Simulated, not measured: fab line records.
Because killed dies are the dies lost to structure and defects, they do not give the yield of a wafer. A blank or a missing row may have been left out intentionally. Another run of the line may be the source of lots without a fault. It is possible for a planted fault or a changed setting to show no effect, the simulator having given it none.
A lot that was struck, set against a sound lot | flow n5_finfet | 14 steps out of a route of 1938
Sound: wafers L788.1, L788.3, L788.6. Wafers L779.3, L779.4, L779.6 were the ones struck. Last of all comes the cause.
Order at every step that has rows: each side's tool, ch and its chambers, its first start. Under that, the readings that differ: sound wafers | struck wafers | difference of the means | sigmas: that difference in standard deviations of wafers without a fault.
alike: a reading whose means differ by less than 2 such deviations, as well as words and numbers matching on both sides. not compared: withheld readings; readings where some wafer has no value; bounds like >300 that might hide an equal value; numbers whose values overlap and for which the record gives no deviation.
Wherever a step has rows on one side only, a row that says differs or no value, or a row with sigmas, the two part there. Numbers that have no deviation but don't overlap get no sigmas and don't part them. A reading that every wafer of one side lacks parts them only if that side has two wafers or more.

first, 1 step without rows for these wafers: N5_BEOL_M14_ETCH_67 (etches SiARC in CF4, target depth 143 nm, time 238.3 s).
N5_BEOL_M14_ETCH_68: etches SOC in N2/H2, time 450 s.
  sound on rie_diel-06 ch 0,3, day 16 21:10; struck on rie_diel-06 ch 0,1,3, day 14 10:03
  alike: bias_w, drypump_motor_current_A, oes_product_au, rf_vpp_V, showerhead_plenum_p_Torr, temp_c, throttle_valve_pct
  not compared: rf_hours_counter_h
then, 1 step without rows for these wafers: N5_BEOL_M14_STRIP_69 (strips in N2/H2).
N5_BEOL_M14_TRENCH_ETCH_34: etches SiO2 in C4F8/O2/Ar, target depth 556.65 nm, time 126.9 s.
  sound on rie_diel-06 ch 0,3, day 16 21:26; struck on rie_diel-06 ch 0,1,3, day 14 10:20
  alike: O2_flow_sccm, bias_w, drypump_motor_current_A, he_inner_torr, oes_product_au, rf_vpp_V, showerhead_plenum_p_Torr, throttle_valve_pct
  not compared: rf_hours_counter_h
then, 1 step without rows for these wafers: N5_BEOL_M14_STRIP_70 (strips in C4F8/O2/Ar).
N5_BEOL_M14_OCD_MEAS_35:
  struck on ocd-02, day 14 10:29; sound on ocd-02, day 16 21:36
  alike: trench_depth_nm
N5_BEOL_M14_STRIP_37: strips in O2.
  sound on rie_diel-04 ch 0,3, day 16 23:32; struck on rie_diel-04 ch 0,3, day 14 12:28
  alike: drypump_motor_current_A, oes_product_au, rf_vpp_V, showerhead_plenum_p_Torr, temp_c, throttle_valve_pct
  not compared: rf_hours_counter_h
then, 4 steps without rows for these wafers: N5_BEOL_M14_ETCH_38 (etches SiCN in CF4/N2, target depth 106.5 nm, time 120.6 s); N5_BEOL_M14_PRECLEAN_39 (cleans in residue remover, time 60 s); N5_BEOL_M14_SRD_40 (time 30 s, dry time 30 s); N5_BEOL_M14_DEGAS_41 (time 60 s).
N5_BEOL_M14_PRE_CLEAN_42: time 30 s.
  struck on pvd_sputter-03, day 14 13:10; sound on pvd_sputter-01, day 17 00:00
  alike: heater_power_w
N5_BEOL_M14_SPUTTER_43: material TaN, target thk 15 nm, time 24.19 s.
  struck on pvd_sputter-03, day 14 13:13; sound on pvd_sputter-01, day 17 00:02
  reading                                      | sound             | struck            | difference | sigmas
  cathode_dc_power_W (W)                       | 14997 15003 15003 | 13187 13185 13185 | -1815      | -99 or more
  model.TaN_of_BEOL_M14_SPUTTER_43.thk_nm (nm) | 15.2 15.2 15.2    | 13.2 13.4 13.2    | -1.9       |
  alike: throttle_valve_pct
N5_BEOL_M14_SPUTTER_44: material Ta, target thk 15 nm, time 24.19 s.
  struck on pvd_sputter-03, day 14 13:17; sound on pvd_sputter-01, day 17 00:07
  alike: cathode_dc_power_W, throttle_valve_pct

== WHERE THEY PART ==
At N5_BEOL_M14_SPUTTER_43 and nowhere else, as far as this record goes. Later steps at which nothing parts them and some readings are alike: N5_BEOL_M14_SPUTTER_44.

WHY: whatever the simulator had introduced
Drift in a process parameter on pvd_sputter-03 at N5_BEOL_M14_SPUTTER_43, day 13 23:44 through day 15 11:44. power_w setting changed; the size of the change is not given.
